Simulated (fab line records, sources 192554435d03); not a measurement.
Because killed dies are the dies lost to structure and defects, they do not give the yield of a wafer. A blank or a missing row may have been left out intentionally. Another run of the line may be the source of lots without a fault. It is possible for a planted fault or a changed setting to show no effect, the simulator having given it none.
Matching of chambers / flow n5Finfet / N5_BEOL_M14_STRIP_37 on rieDiel-06 has 4 sister chambers
The step strips in O2. 8 wafers are shown with their chamber, then 10 later ones without.

WAFERS WITH THEIR CHAMBER
wafer=L079.6; chamber=2; drypumpMotorCurrentA (A)=5.6; showerheadPlenumPTorr (Torr)=2.23
wafer=L082.2; chamber=2; drypumpMotorCurrentA (A)=5.6; showerheadPlenumPTorr (Torr)=2.23
wafer=L084.3; chamber=3; drypumpMotorCurrentA (A)=6.4; showerheadPlenumPTorr (Torr)=1.98
wafer=L085.1; chamber=1; drypumpMotorCurrentA (A)=5.4; showerheadPlenumPTorr (Torr)=2.07
wafer=L085.2; chamber=0; drypumpMotorCurrentA (A)=5.1; showerheadPlenumPTorr (Torr)=2.17
wafer=L085.3; chamber=3; drypumpMotorCurrentA (A)=6.4; showerheadPlenumPTorr (Torr)=1.98
wafer=L087.1; chamber=1; drypumpMotorCurrentA (A)=5.4; showerheadPlenumPTorr (Torr)=2.07
wafer=L087.5; chamber=0; drypumpMotorCurrentA (A)=5.0; showerheadPlenumPTorr (Torr)=2.16

WAFERS MISSING THEIR CHAMBER
wafer=L087.6; drypumpMotorCurrentA (A)=5.4; showerheadPlenumPTorr (Torr)=2.07
wafer=L091.1; drypumpMotorCurrentA (A)=5.4; showerheadPlenumPTorr (Torr)=2.07
wafer=L091.2; drypumpMotorCurrentA (A)=5.0; showerheadPlenumPTorr (Torr)=2.16
wafer=L091.6; drypumpMotorCurrentA (A)=5.6; showerheadPlenumPTorr (Torr)=2.22
wafer=L090.1; drypumpMotorCurrentA (A)=6.4; showerheadPlenumPTorr (Torr)=2.24
wafer=L090.3; drypumpMotorCurrentA (A)=5.0; showerheadPlenumPTorr (Torr)=2.16
wafer=L090.4; drypumpMotorCurrentA (A)=5.7; showerheadPlenumPTorr (Torr)=2.22
wafer=L093.2; drypumpMotorCurrentA (A)=5.0; showerheadPlenumPTorr (Torr)=2.16
wafer=L093.5; drypumpMotorCurrentA (A)=5.6; showerheadPlenumPTorr (Torr)=2.22
wafer=L093.6; drypumpMotorCurrentA (A)=5.4; showerheadPlenumPTorr (Torr)=2.07

WHICH CHAMBER EACH ONE RAN IN
wafer=L087.6; from the rows above=1; in truth=1
wafer=L091.1; from the rows above=1; in truth=1
wafer=L091.2; from the rows above=0; in truth=0
wafer=L091.6; from the rows above=2; in truth=2
wafer=L090.1; from the rows above=2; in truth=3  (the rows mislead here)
wafer=L090.3; from the rows above=0; in truth=0
wafer=L090.4; from the rows above=2; in truth=2
wafer=L093.2; from the rows above=0; in truth=0
wafer=L093.5; from the rows above=2; in truth=2
wafer=L093.6; from the rows above=1; in truth=1
Correctly placed: 9 of 10. Left unplaced by these rows: 0. Number placed wrongly: 1.
How it was worked out, from the rows above alone: a wafer's distance from a chamber is the root of the sum, over the readings, of the square of ((its reading less the chamber's mean) divided by the reading's scatter). The wafer belongs to the nearest chamber; if the next one is less than 2 further off, it can't be placed. Each chamber's mean is taken over the wafers shown for it. The scatter: take each reading less its chamber's mean, square it, sum over the shown wafers, divide by the number of wafers less the number of chambers, and take the root.
